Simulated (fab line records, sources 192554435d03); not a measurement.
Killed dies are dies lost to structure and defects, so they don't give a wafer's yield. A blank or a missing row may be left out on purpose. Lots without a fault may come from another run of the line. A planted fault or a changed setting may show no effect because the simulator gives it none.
One fault seen from 2 desks | flow n5_finfet | each desk has only its own numbers; what lay behind them comes last

THE TOOL OWNER'S DESK: pecvd-04
The tool's own readings at N5_FIN_SAQP_PECVD_06 (deposits a-Si from SiH4/He, target thk 60 nm, time 48.1 s): means of the sampled wafers that have a number, for each lot that ran on this tool. A lot is out of limits, marked OUT, if its mean lies more than 4 standard deviations from the usual mean; the brackets give that distance.
Columns: A = heater_power_w at N5_FIN_SAQP_PECVD_06, usual 811 W; B = showerhead_plenum_p_Torr at N5_FIN_SAQP_PECVD_06, usual 5.66 Torr; C = throttle_valve_pct at N5_FIN_SAQP_PECVD_06, usual 18.5 %
lot  | first seen here | A   | B    | C
L246 | day 2 14:52     | 781 | 5.68 | 18.1
L258 | day 5 16:11     | 760 | 5.71 | 18.3
This desk's finding: nothing out of limits on any of the 2 lots.

THE METROLOGY DESK
What the gauges read, lot by lot, whatever tool the lot ran on: means of the sampled wafers that have a number. A lot is out of limits, marked OUT, if its mean lies more than 4 standard deviations from the usual mean; the brackets give that distance.
Columns: A = thk_nm at N5_FIN_SAQP_THK_MEAS_07, usual 59.9 nm
lot  | first seen here | A
L243 | day 1 21:23     | 59.7
L246 | day 2 14:58     | 60.8
L247 | day 2 21:19     | 59.6
L248 | day 3 03:08     | 60.7
L250 | day 3 15:47     | 58.7
L258 | day 5 16:16     | 57.6
L262 | day 6 15:11     | 59.5
L263 | day 6 22:05     | 59.8
L265 | day 7 10:07     | 60.0
L266 | day 7 19:14     | 59.8
This desk's finding: nothing out of limits on any of the 10 lots.

PUT TOGETHER
The tool owner's desk saw nothing out of limits.
The metrology desk saw nothing out of limits.

WHAT THE SIMULATOR HAD PUT IN
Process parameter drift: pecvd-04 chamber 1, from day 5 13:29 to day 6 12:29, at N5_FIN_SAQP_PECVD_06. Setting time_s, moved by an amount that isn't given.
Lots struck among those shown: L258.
